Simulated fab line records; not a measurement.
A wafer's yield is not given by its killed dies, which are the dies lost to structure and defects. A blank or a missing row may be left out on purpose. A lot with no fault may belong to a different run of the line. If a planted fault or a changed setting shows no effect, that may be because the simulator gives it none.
A lot that was struck, set against a sound lot | flow n5 finfet | 17 out of 1938 route steps
Sound: these wafers, L856.1, L856.3, L856.4. Struck: wafer L846.2. (L846.1, L846.3 of the same lot were not struck and are left out.) The cause comes at the end.
Order at every step that has rows: each side's tool, ch and its chambers, its first start. Under that, the readings that differ: sound wafers | struck wafers | difference of the means | sigmas: that difference in standard deviations of wafers without a fault.
alike: words and numbers the same on both sides, and readings whose means are apart by under 2 such deviations; not compared: readings that were withheld, readings missing a value for some wafer, numbers with overlapping values and no deviation given by the record, and bounds like >300 which may hide the same value.
The two part at a step that has a row with sigmas, a row that says differs or no value, or rows on one side only. Numbers that have no deviation but don't overlap get no sigmas and don't part them. A reading that every wafer of one side lacks parts them only if that side has two wafers or more.

first, 3 steps without rows for these wafers: N5_BEOL_M3_ANNEAL_82 (time 240 s); N5_BEOL_M3_SPUTTER_86 (material Cu, target thk 4.5 nm, time 8.29 s); N5_BEOL_M3_ANNEAL_87 (time 240 s).
N5_BEOL_M3_SPUTTER_88: material Cu, target thk 4.5 nm, time 8.29 s.
  sound on pvd sputter-02, day 11 14:21; struck on pvd sputter-01, day 8 23:32
  alike: throttle valve pct
then, 2 steps without rows for these wafers: N5_BEOL_M3_ANNEAL_89 (time 240 s); N5_BEOL_M3_SPUTTER_90 (material Cu, target thk 4.5 nm, time 8.29 s).
N5_BEOL_M3_ANNEAL_91: time 240 s.
  sound on pvd sputter-02, day 11 14:39; struck on pvd sputter-01, day 8 23:50
  alike: heater power w
then, 2 steps without rows for these wafers: N5_BEOL_M3_SPUTTER_92 (material Cu, target thk 4.5 nm, time 8.29 s); N5_BEOL_M3_ANNEAL_93 (time 240 s).
N5_BEOL_M3_SPUTTER_94: material Cu, target thk 4.5 nm, time 8.29 s.
  sound on pvd sputter-02, day 11 15:01; struck on pvd sputter-01, day 9 00:11
  alike: throttle valve pct
N5_BEOL_M3_ANNEAL_95: time 240 s.
  sound on pvd sputter-02, day 11 15:05; struck on pvd sputter-01, day 9 00:16
  alike: heater power w
N5_BEOL_M3_SPUTTER_96: material Cu, target thk 4.5 nm, time 8.29 s.
  sound on pvd sputter-02, day 11 15:14; struck on pvd sputter-01, day 9 00:25
  alike: throttle valve pct
N5_BEOL_M3_ECD_50: material Cu, target thk 300 nm.
  sound on ecd cu-01 ch 0,1, day 11 15:21; struck on ecd cu-02 ch 1, day 9 00:31
  reading                                | sound             | struck | difference | sigmas
  model.Cu_of_BEOL_M3_ECD_50.thk nm (nm) | 300.4 301.4 297.4 | 448.4  | +148.7     |
then, 1 step without rows for these wafers: N5_BEOL_M3_ANNEAL_51 (time 90 s).
N5_BEOL_M3_CMP_52: polishes, stops on SiOC, t overpolish 6.8 s, target thk 40 nm.
  sound on cmp-03 ch 0,2,3, day 11 16:02; struck on cmp-03 ch 3, day 9 00:54
  reading                | sound          | struck | difference | sigmas
  motor current A (A)    | 6.6 5.5 5.6    | 5.0    | -0.9       | -3
  time to endpoint s (s) | 59.3 59.8 63.7 | 96.4   | +35.5      | +15
  alike: slurry filter dp kPa
N5_BEOL_M3_THK_MEAS_53: measures by xrf.
  sound on film metro-01, day 11 16:17; struck on film metro-02, day 9 01:11
  alike: M3_THK
N5_BEOL_M4_RC_MEAS_101:
  sound on prober-01 ch 0, day 13 02:20; struck on prober-01 ch 0, day 9 18:31
  reading        | sound             | struck | difference | sigmas
  IOFF_P (nA/um) | 0.240 0.242 0.281 | 0.197  | -0.057     | -2
  alike: DIBL_N, DIBL_P, IOFF_N, ION_N, ION_P, SS_N, SS_P, VT_N, VT_P

WHERE THEY PART
Last at N5_BEOL_M4_RC_MEAS_101 as far as this record goes, first at N5_BEOL_M3_CMP_52.

WHY: what had been put in by the simulator
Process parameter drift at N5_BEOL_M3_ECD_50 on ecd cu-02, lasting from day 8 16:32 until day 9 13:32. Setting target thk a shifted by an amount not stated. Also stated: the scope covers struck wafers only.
